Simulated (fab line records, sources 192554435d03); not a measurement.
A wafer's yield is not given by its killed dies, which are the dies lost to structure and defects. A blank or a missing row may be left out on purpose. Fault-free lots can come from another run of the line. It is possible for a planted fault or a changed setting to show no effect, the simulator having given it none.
Split-lot study || flow n5_finfet || 21 wafers read from 7 lots, route of 1938 steps

ON THE SPLIT
At N5_BEOL_M11_ETCH_41 (etches SiCN in CH3F/O2, target depth 42.6 nm, time 86 s), the setting time_s was moved away from the recipe's 86 s on 4 of the 21 wafers read, by -18.5% to +14.2%. The other wafers ran this setting at the recipe's value.

The reading comes from the split's own step.

THE READING
etch.depth_nm (the simulator's own value, which no gauge read), in nm, at N5_BEOL_M11_ETCH_41 (etches SiCN in CH3F/O2, target depth 42.6 nm, time 86 s). The file does not state a usual value for it. Across the 17 wafers here that went through the recipe, the average is 32.28 nm and the standard deviation 0.62 nm.

{"wafer": "L074.1", "tool, chamber at the split": "rie_diel-03, 3", "time_s as run, s": 98.22, "against the recipe": "+14.2%", "etch.depth_nm, nm": 37.44, "against lot-mates on the recipe": "+5.04"}
{"wafer": "L074.3", "tool, chamber at the split": "rie_diel-03, 1", "time_s as run, s": 98.22, "against the recipe": "+14.2%", "etch.depth_nm, nm": 36.87, "against lot-mates on the recipe": "+4.47"}
{"wafer": "L074.5", "tool, chamber at the split": "rie_diel-03, 3", "time_s as run, s": 86, "against the recipe": "recipe", "etch.depth_nm, nm": 32.4, "against lot-mates on the recipe": "-"}
{"wafer": "L078.2", "tool, chamber at the split": "rie_diel-03, 2", "time_s as run, s": 86, "against the recipe": "recipe", "etch.depth_nm, nm": 32.97, "against lot-mates on the recipe": "-"}
{"wafer": "L078.3", "tool, chamber at the split": "rie_diel-03, 0", "time_s as run, s": 86, "against the recipe": "recipe", "etch.depth_nm, nm": 32.58, "against lot-mates on the recipe": "-"}
{"wafer": "L078.6", "tool, chamber at the split": "rie_diel-03, 0", "time_s as run, s": 86, "against the recipe": "recipe", "etch.depth_nm, nm": 32.55, "against lot-mates on the recipe": "-"}
{"wafer": "L086.2", "tool, chamber at the split": "rie_diel-01, 1", "time_s as run, s": 86, "against the recipe": "recipe", "etch.depth_nm, nm": 33.13, "against lot-mates on the recipe": "-"}
{"wafer": "L086.4", "tool, chamber at the split": "rie_diel-01, 3", "time_s as run, s": 86, "against the recipe": "recipe", "etch.depth_nm, nm": 31.51, "against lot-mates on the recipe": "-"}
{"wafer": "L086.6", "tool, chamber at the split": "rie_diel-01, 0", "time_s as run, s": 86, "against the recipe": "recipe", "etch.depth_nm, nm": 31.87, "against lot-mates on the recipe": "-"}
{"wafer": "L088.3", "tool, chamber at the split": "rie_diel-01, 3", "time_s as run, s": 86, "against the recipe": "recipe", "etch.depth_nm, nm": 31.8, "against lot-mates on the recipe": "-"}
{"wafer": "L088.5", "tool, chamber at the split": "rie_diel-01, 0", "time_s as run, s": 86, "against the recipe": "recipe", "etch.depth_nm, nm": 31.61, "against lot-mates on the recipe": "-"}
{"wafer": "L088.6", "tool, chamber at the split": "rie_diel-01, 3", "time_s as run, s": 86, "against the recipe": "recipe", "etch.depth_nm, nm": 31.73, "against lot-mates on the recipe": "-"}
{"wafer": "L090.2", "tool, chamber at the split": "rie_diel-01, 3", "time_s as run, s": 86, "against the recipe": "recipe", "etch.depth_nm, nm": 31.43, "against lot-mates on the recipe": "-"}
{"wafer": "L090.4", "tool, chamber at the split": "rie_diel-01, 1", "time_s as run, s": 86, "against the recipe": "recipe", "etch.depth_nm, nm": 33.07, "against lot-mates on the recipe": "-"}
{"wafer": "L090.6", "tool, chamber at the split": "rie_diel-01, 3", "time_s as run, s": 86, "against the recipe": "recipe", "etch.depth_nm, nm": 31.34, "against lot-mates on the recipe": "-"}
{"wafer": "L091.2", "tool, chamber at the split": "rie_diel-04, 1", "time_s as run, s": 70.1, "against the recipe": "-18.5%", "etch.depth_nm, nm": 26.88, "against lot-mates on the recipe": -5.67}
{"wafer": "L091.4", "tool, chamber at the split": "rie_diel-04, 2", "time_s as run, s": 70.1, "against the recipe": "-18.5%", "etch.depth_nm, nm": 26.66, "against lot-mates on the recipe": -5.89}
{"wafer": "L091.6", "tool, chamber at the split": "rie_diel-04, 3", "time_s as run, s": 86, "against the recipe": "recipe", "etch.depth_nm, nm": 32.55, "against lot-mates on the recipe": "-"}
{"wafer": "L095.1", "tool, chamber at the split": "rie_diel-04, 0", "time_s as run, s": 86, "against the recipe": "recipe", "etch.depth_nm, nm": 32.27, "against lot-mates on the recipe": "-"}
{"wafer": "L095.3", "tool, chamber at the split": "rie_diel-04, 1", "time_s as run, s": 86, "against the recipe": "recipe", "etch.depth_nm, nm": 33.2, "against lot-mates on the recipe": "-"}
{"wafer": "L095.5", "tool, chamber at the split": "rie_diel-04, 3", "time_s as run, s": 86, "against the recipe": "recipe", "etch.depth_nm, nm": 32.74, "against lot-mates on the recipe": "-"}

THE FIT
A straight line over all 21 wafers: etch.depth_nm changes by +0.315 nm for each +1% of time_s; r = +0.97; the points scatter about the line by 0.61 nm.
The same after taking each lot's own level away (the mean of its wafers on the recipe; 21 wafers): +0.321 nm for each +1%; r = +0.98; scatter 0.47 nm.
According to that fit, moving time_s by its largest amount changes the reading by 5.9 nm.
The lots' own levels span 31.713 to 32.737 nm, that is 1.7 times the standard deviation above.
Hence the lot-to-lot level has little effect on the slope; both slopes agree.
Check: -6.03 nm against its lot-mates is what the line predicts for one of the wafers moved furthest among these (-18.5%) when that wafer is left out of the fit. It came out at -5.67 nm against them.

FURTHER SPLITS ON THESE WAFERS
Before the reading, these wafers also passed through other splits. Each is held against what the fit with the lots' levels taken away leaves over:
{"other split on the same wafers": "N5_BEOL_M11_COAT_05 spin_rpm", "wafers away from the commonest value": 5, "r with etch.depth_nm (lot level and that fit taken away)": "+0.04"}

THE FILE'S OWN FIT
etch.depth_nm changes by +0.321 nm for each +1% of time_s, r = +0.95.
